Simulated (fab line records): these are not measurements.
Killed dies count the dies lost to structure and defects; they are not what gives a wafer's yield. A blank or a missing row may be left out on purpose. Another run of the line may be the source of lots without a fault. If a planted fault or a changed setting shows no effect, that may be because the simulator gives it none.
Comparing a struck lot with a sound one / flow n5Finfet / 15 steps out of a route of 1938
Sound: the wafers L104.1, L104.5, L104.6. Struck: wafer L114.4 (L114.3, L114.5, from the same lot, were not struck and are left out); the cause is given at the end.
Per side, at each step with rows, come the tool, then ch with its chambers, and then its first start. Under that, the readings that differ: sound wafers / struck wafers / difference of the means / sigmas: that difference in standard deviations of wafers without a fault.
alike: words and numbers the same on both sides, and readings whose means are apart by under 2 such deviations; not compared: readings that were withheld, readings missing a value for some wafer, numbers with overlapping values and no deviation given by the record, and bounds like >300 which may hide the same value.
Wherever a step has rows on one side only, a row that says differs or no value, or a row with sigmas, the two part there. Non-overlapping numbers with no deviation appear without sigmas and do not part them. A reading that every wafer of one side lacks parts them only if that side has two wafers or more.

N5_BEOL_M7_STRIP_80: strips in N2/H2, time 10 s.
  sound: rieDiel-02 ch 0,1,2; struck: rieDiel-03 ch 1
  alike: drypumpMotorCurrentA, oesProductAu, rfVppV, showerheadPlenumPTorr, throttleValvePct
  not compared: rfHoursCounterH
N5_BEOL_M7_OCD_MEAS_38:
  sound on ocd-02 at day 9 00:17; struck on ocd-01 at day 12 09:54
  alike: trenchDepthNm
then, 4 steps without rows for these wafers: N5_BEOL_M7_HM_STRIP_39 (strips TiN in peroxide tin strip, target depth 25 nm, time 158 s); N5_BEOL_M7_SRD_40 (time 30 s); N5_BEOL_M7_PRECLEAN_42 (cleans in residue remover, time 60 s); N5_BEOL_M7_SRD_43 (time 30 s).
N5_BEOL_M7_CD_MEAS_35 targets a cd of 40 nm.
  sound on cdSem-03 at day 9 00:26; struck on cdSem-01 at day 12 10:04
  alike: cdNm
N5_BEOL_M7_CURE_75: cures SiCOH lowk, time 120 s.
  sound on uvCure-02 ch 1, day 9 00:29; struck on uvCure-01 ch 1, day 12 10:18
  alike: lampPowerPct, wafer_temp_C_max
then, 2 steps without rows for these wafers: N5_BEOL_M7_DEGAS_44 (time 60 s); N5_BEOL_M7_PRE_CLEAN_45 (time 30 s).
N5_BEOL_M7_ALD_77: deposits TaN, target thk 2 nm, pulse time 2 s, purge time 3 s.
  sound on aldMetal-04 ch 1,2,3, day 9 01:05; struck on aldMetal-04 ch 1, day 12 11:38
  alike: heaterPowerW, mfcCarrierSccm, precursorVesselPressureTorr
N5_BEOL_M7_SURFACE_TREAT_79:
  sound on pvdSputter-03 at day 9 01:23; struck on pvdSputter-03 at day 12 12:10
  not compared: throttleValvePct
N5_BEOL_M7_CVD_78: deposits Co from CCTBA/H2, target thk 2 nm, time 142.3 s.
  sound on cvdCo-01 ch 0,2, day 9 01:28; struck on cvdCo-02 ch 1, day 12 12:15
reading=runLengthS (s); sound=165.3 164.7 164.2; struck=97.7; difference=-67.0; sigmas=-99 or more
N5_BEOL_M7_SPUTTER_48: material Cu, target thk 10 nm, time 1.667 s.
  sound on pvdSputter-03 at day 9 01:35; struck on pvdSputter-02 at day 12 12:23
  alike: chuckSensorTempC, throttleValvePct
-- the record jumps here: 3 days lie between the struck wafers' starts before and after (it left off in module BEOL_M7 and takes up again in module PASSIVATION, whose first step shown is number 1936 of the route) --
N5_PASSIVATION_PROBE_49:
  sound on prober-01 at day 12 07:25; struck on prober-02 at day 15 20:18
  alike: defectLimitedYield, killed_at_M0_to_M3, killed_at_M4_up, killedAtContacts, killedAtFrontEnd, killedAtOther, killedDies, killedOnRim, killedOpen, killedShort, sort_bin_5_function, sort_bin_6_memory, sortNPass, sortYieldPct

## WHERE THEY PART
At N5_BEOL_M7_CVD_78 and nowhere else, as far as this record goes. Later steps at which nothing parts them and some readings are alike: N5_BEOL_M7_SPUTTER_48, N5_PASSIVATION_PROBE_49.

WHY: what had been put in by the simulator
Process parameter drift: cvdCo-02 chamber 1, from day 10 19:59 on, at N5_BEOL_M7_CVD_78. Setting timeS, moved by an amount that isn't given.
